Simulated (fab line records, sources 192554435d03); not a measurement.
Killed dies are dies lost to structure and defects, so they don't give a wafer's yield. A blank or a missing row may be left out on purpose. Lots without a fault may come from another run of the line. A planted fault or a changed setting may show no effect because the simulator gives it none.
Split-lot experiment | flow n5_finfet | 7 lots, 21 wafers read, on a route of 1938 steps

THE SPLIT
At N5_HKMG_FIN_COAT_43 (resist thk 90 nm), the setting spin_rpm was moved away from the recipe's 1500 rpm on 9 of the 21 wafers read, by -9.8% to +11.1%. The other wafers ran this setting at the recipe's value.

FROM THE SPLIT TO THE READING: what the file shows between them, 3 steps
- N5_HKMG_FIN_EBR_45
- N5_HKMG_FIN_SOFTBAKE_44: time 60 s
- N5_HKMG_FIN_DESCUM_53: chemistry O2, time 7.9 s

THE READING
CAR-ArF_of_HKMG_FIN_COAT_43.thk_nm (the simulator's own value, which no gauge read), in nm, at N5_HKMG_FIN_ETCH_54 (etches SiARC in CF4, target depth 45.5 nm, time 75.8 s). The file gives no usual value for it. The 12 wafers here that ran the recipe average 50.9 nm, standard deviation 0.22 nm.

wafer  | tool, chamber at the split | spin_rpm as run, rpm | against the recipe | CAR-ArF_of_HKMG_FIN_COAT_43.thk_nm, nm | against lot-mates on the recipe
L076.1 | litho_track-04, 0          | 1500                 | recipe             | 50.8                                   | -
L076.3 | litho_track-04, 0          | 1500                 | recipe             | 51                                     | -
L076.5 | litho_track-04, 0          | 1500                 | recipe             | 50.6                                   | -
L080.1 | litho_track-02, 0          | 1500                 | recipe             | 51                                     | -
L080.2 | litho_track-02, 0          | 1500                 | recipe             | 51                                     | -
L080.3 | litho_track-02, 0          | 1500                 | recipe             | 50.6                                   | -
L081.2 | litho_track-01, 0          | 1500                 | recipe             | 51.2                                   | -
L081.3 | litho_track-01, 0          | 1613                 | +7.5%              | 47.8                                   | -3.4
L081.5 | litho_track-01, 0          | 1613                 | +7.5%              | 48.2                                   | -3.0
L088.3 | litho_track-01, 0          | 1500                 | recipe             | 50.6                                   | -
L088.4 | litho_track-01, 0          | 1666                 | +11.1%             | 46                                     | -4.6
L088.5 | litho_track-01, 0          | 1666                 | +11.1%             | 45.8                                   | -4.8
L089.1 | litho_track-04, 0          | 1353                 | -9.8%              | 55.8                                   | +5.2
L089.2 | litho_track-04, 0          | 1353                 | -9.8%              | 55.2                                   | +4.6
L089.4 | litho_track-04, 0          | 1500                 | recipe             | 50.6                                   | -
L095.2 | litho_track-01, 0          | 1422                 | -5.2%              | 53.2                                   | +2.4
L095.4 | litho_track-01, 0          | 1500                 | recipe             | 50.8                                   | -
L095.5 | litho_track-01, 0          | 1500                 | recipe             | 50.8                                   | -
L097.1 | litho_track-04, 0          | 1629                 | +8.6%              | 47.6                                   | -3.6
L097.2 | litho_track-04, 0          | 1629                 | +8.6%              | 47.4                                   | -3.8
L097.4 | litho_track-04, 0          | 1500                 | recipe             | 51.2                                   | -

THE FIT
A straight line over all 21 wafers: CAR-ArF_of_HKMG_FIN_COAT_43.thk_nm changes by -0.437 nm for each +1% of spin_rpm; r = -0.99; the points scatter about the line by 0.29 nm.
The same after taking each lot's own level away (the mean of its wafers on the recipe; 21 wafers): -0.452 nm for each +1%; r = -1.00; scatter 0.23 nm.
On that fit, the largest move of spin_rpm shifts the reading by 5 nm.
The lots' own levels span 50.60 to 51.20 nm, that is 2.8 times the standard deviation above.
So the lot-to-lot level changes the slope little: the two slopes agree.
Check: with one of the wafers moved furthest among these (+11.1%) left out of the fit, the line predicts -4.95 nm for it against its lot-mates. It came out at -4.6 nm against them.

THE WHOLE CHAIN: every reading that the file lists as answering this split, in the file's order
step                | what it does                                           | reading                                                                             | change (the file's fit)               | r (the file's)
N5_HKMG_FIN_COAT_43 | resist thk 90 nm                                       | CAR-ArF_of_HKMG_FIN_COAT_43.thk_nm (the simulator's own value, which no gauge read) | -0.438 nm for each +1% of the setting | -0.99
N5_HKMG_FIN_ETCH_54 | etches SiARC in CF4, target depth 45.5 nm, time 75.8 s | CAR-ArF_of_HKMG_FIN_COAT_43.thk_nm (the simulator's own value, which no gauge read) | -0.448 nm for each +1% of the setting | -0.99

THE FILE'S OWN FIT
CAR-ArF_of_HKMG_FIN_COAT_43.thk_nm changes by -0.448 nm for each +1% of spin_rpm, r = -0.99.
